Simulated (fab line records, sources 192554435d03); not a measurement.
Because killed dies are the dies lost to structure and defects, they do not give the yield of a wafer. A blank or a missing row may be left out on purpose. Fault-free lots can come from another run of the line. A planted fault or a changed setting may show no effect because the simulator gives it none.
Chamber matching | flow n5_finfet | N5_BEOL_M13_VIA_ETCH_16 on rie_diel-04: 4 sister chambers
The step etches SiOC in C4F8/O2/Ar, target depth 921.7 nm. 22 wafers are shown with their chamber, then 11 later ones without.

## WAFERS PAIRED WITH THEIR CHAMBERS
wafer  | chamber | drypump_motor_current_A (A) | showerhead_plenum_p_Torr (Torr) | throttle_valve_pct (%)
L074.3 | 2       | 6.1                         | 3.36                            | 24.33
L074.4 | 3       | 6.8                         | 3.24                            | 23.96
L074.5 | 3       | 6.8                         | 3.24                            | 23.95
L077.1 | 3       | 6.8                         | 3.24                            | 23.99
L077.3 | 1       | 5.4                         | 3.49                            | 24.25
L077.6 | 0       | 5.3                         | 3.54                            | 24.43
L080.1 | 2       | 6.1                         | 3.36                            | 24.04
L080.3 | 1       | 5.4                         | 3.49                            | 24.25
L080.5 | 2       | 6.1                         | 3.36                            | 24.04
L081.1 | 0       | 5.4                         | 3.54                            | 24.46
L081.2 | 2       | 6.1                         | 3.36                            | 24.03
L081.5 | 1       | 5.4                         | 3.49                            | 24.26
L082.1 | 2       | 6.1                         | 3.36                            | 24.05
L082.5 | 0       | 5.4                         | 3.53                            | 24.44
L082.6 | 3       | 6.8                         | 3.23                            | 23.99
L086.1 | 0       | 5.3                         | 3.53                            | 24.44
L086.2 | 1       | 5.4                         | 3.49                            | 24.26
L086.3 | 2       | 6.1                         | 3.35                            | 24.04
L087.1 | 1       | 5.4                         | 3.48                            | 24.27
L087.2 | 2       | 6.1                         | 3.35                            | 24.07
L087.6 | 1       | 5.4                         | 3.48                            | 24.27
L091.2 | 0       | 5.4                         | 3.52                            | 24.47

SIGNATURES (averages over the wafers above)
reading                  | chamber 0 | chamber 1 | chamber 2 | chamber 3 | scatter within a chamber
drypump_motor_current_A  | 5.360     | 5.400     | 6.100     | 6.800     | 0.0258
showerhead_plenum_p_Torr | 3.5320    | 3.4867    | 3.3571    | 3.2375    | 0.00592
throttle_valve_pct       | 24.4480   | 24.2600   | 24.0857   | 23.9725   | 0.0638
Rule: for a wafer and a chamber, the distance is found by dividing, reading by reading, the gap between the wafer's reading and the chamber's mean by the reading's scatter, squaring, summing and taking the root. The wafer belongs to the nearest chamber; if the next one is less than 2 further off, it can't be placed. The scatter is the square root of a quotient: the sum, over the shown wafers, of each reading's squared deviation from its chamber's mean, divided by wafers minus chambers.

## WAFERS WHOSE CHAMBER IS MISSING
wafer  | drypump_motor_current_A (A) | showerhead_plenum_p_Torr (Torr) | throttle_valve_pct (%)
L091.4 | 6.8                         | 3.62                            | 23.73
L091.6 | 6.8                         | 3.62                            | 23.72
L093.1 | 5.4                         | 3.52                            | 24.47
L093.4 | 6.7                         | 3.62                            | 23.71
L093.6 | 5.4                         | 3.52                            | 24.47
L095.2 | 6.1                         | 3.34                            | 24.08
L095.3 | 5.4                         | 3.47                            | 24.29
L095.4 | 6.8                         | 3.62                            | 23.73
L097.2 | 5.4                         | 3.52                            | 24.49
L097.3 | 5.4                         | 3.47                            | 24.29
L097.4 | 6.1                         | 3.34                            | 24.09

## WHICH CHAMBER EACH WENT THROUGH
wafer  | from the rows above | in truth
L091.4 | 2                   | 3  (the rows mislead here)
L091.6 | 2                   | 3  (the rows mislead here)
L093.1 | 0                   | 0
L093.4 | 2                   | 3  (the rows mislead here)
L093.6 | 0                   | 0
L095.2 | 2                   | 2
L095.3 | 1                   | 1
L095.4 | 2                   | 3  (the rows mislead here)
L097.2 | 0                   | 0
L097.3 | 1                   | 1
L097.4 | 2                   | 2
Correctly placed: 7 of 11. Number that these rows cannot place: 0. Number placed wrongly: 4.
